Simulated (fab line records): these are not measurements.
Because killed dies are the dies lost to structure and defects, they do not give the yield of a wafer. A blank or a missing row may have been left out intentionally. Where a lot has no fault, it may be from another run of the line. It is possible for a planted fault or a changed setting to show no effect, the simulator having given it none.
Matching of chambers	flow n5 finfet	rie diel-01 running N5_BEOL_M8_STRIP_36: 4 sister chambers
The step strips in N2/H2. 16 wafers are shown with their chamber, then 8 later ones without.

EACH WAFER AND ITS CHAMBER
wafer	chamber	showerhead plenum p Torr (Torr)	drypump motor current A (A)	throttle valve pct (%)
L075.1	3	2.50	6.1	24.14
L075.3	0	2.63	6.4	23.85
L075.5	2	2.58	6.2	23.63
L077.2	2	2.58	6.2	23.63
L077.3	1	2.39	6.0	23.24
L077.4	3	2.50	6.1	24.16
L079.3	2	2.58	6.3	23.64
L079.4	0	2.63	6.4	23.86
L079.6	1	2.39	6.0	23.22
L085.1	0	2.63	6.5	23.89
L085.2	2	2.57	6.2	23.69
L085.6	0	2.63	6.4	23.88
L088.2	2	2.57	6.2	23.69
L088.3	3	2.49	6.1	23.69
L088.6	1	2.38	6.0	23.21
L087.1	3	2.49	6.2	23.71

SIGNATURES, as means of the wafers listed above
reading	chamber 0	chamber 1	chamber 2	chamber 3	scatter within a chamber
showerhead plenum p Torr	2.6300	2.3867	2.5760	2.4950	0.00489
drypump motor current A	6.425	6.000	6.220	6.125	0.0438
throttle valve pct	23.8700	23.2233	23.6560	23.9250	0.132
Rule: for a wafer and a chamber, the distance is found by dividing, reading by reading, the gap between the wafer's reading and the chamber's mean by the reading's scatter, squaring, summing and taking the root. The wafer belongs to the nearest chamber; if the next one is less than 2 further off, it can't be placed. The scatter is the square root of a quotient: the sum, over the shown wafers, of each reading's squared deviation from its chamber's mean, divided by wafers minus chambers.

WAFERS WHOSE CHAMBER IS MISSING
wafer	showerhead plenum p Torr (Torr)	drypump motor current A (A)	throttle valve pct (%)
L087.3	2.38	5.9	23.22
L087.5	2.38	6.0	23.22
L090.1	2.62	6.5	23.89
L090.4	2.38	5.9	23.21
L090.6	2.49	6.1	23.70
L096.4	2.56	6.2	23.71
L096.5	2.56	6.2	23.73
L096.6	2.48	6.1	23.74

WHICH CHAMBER EACH WENT THROUGH
wafer	from the rows above	in truth
L087.3	1	1
L087.5	1	1
L090.1	0	0
L090.4	1	1
L090.6	3	3
L096.4	2	2
L096.5	2	2
L096.6	3	3
Placed correctly: 8 of 8. Not placeable from these rows: 0. Wrongly placed: 0.
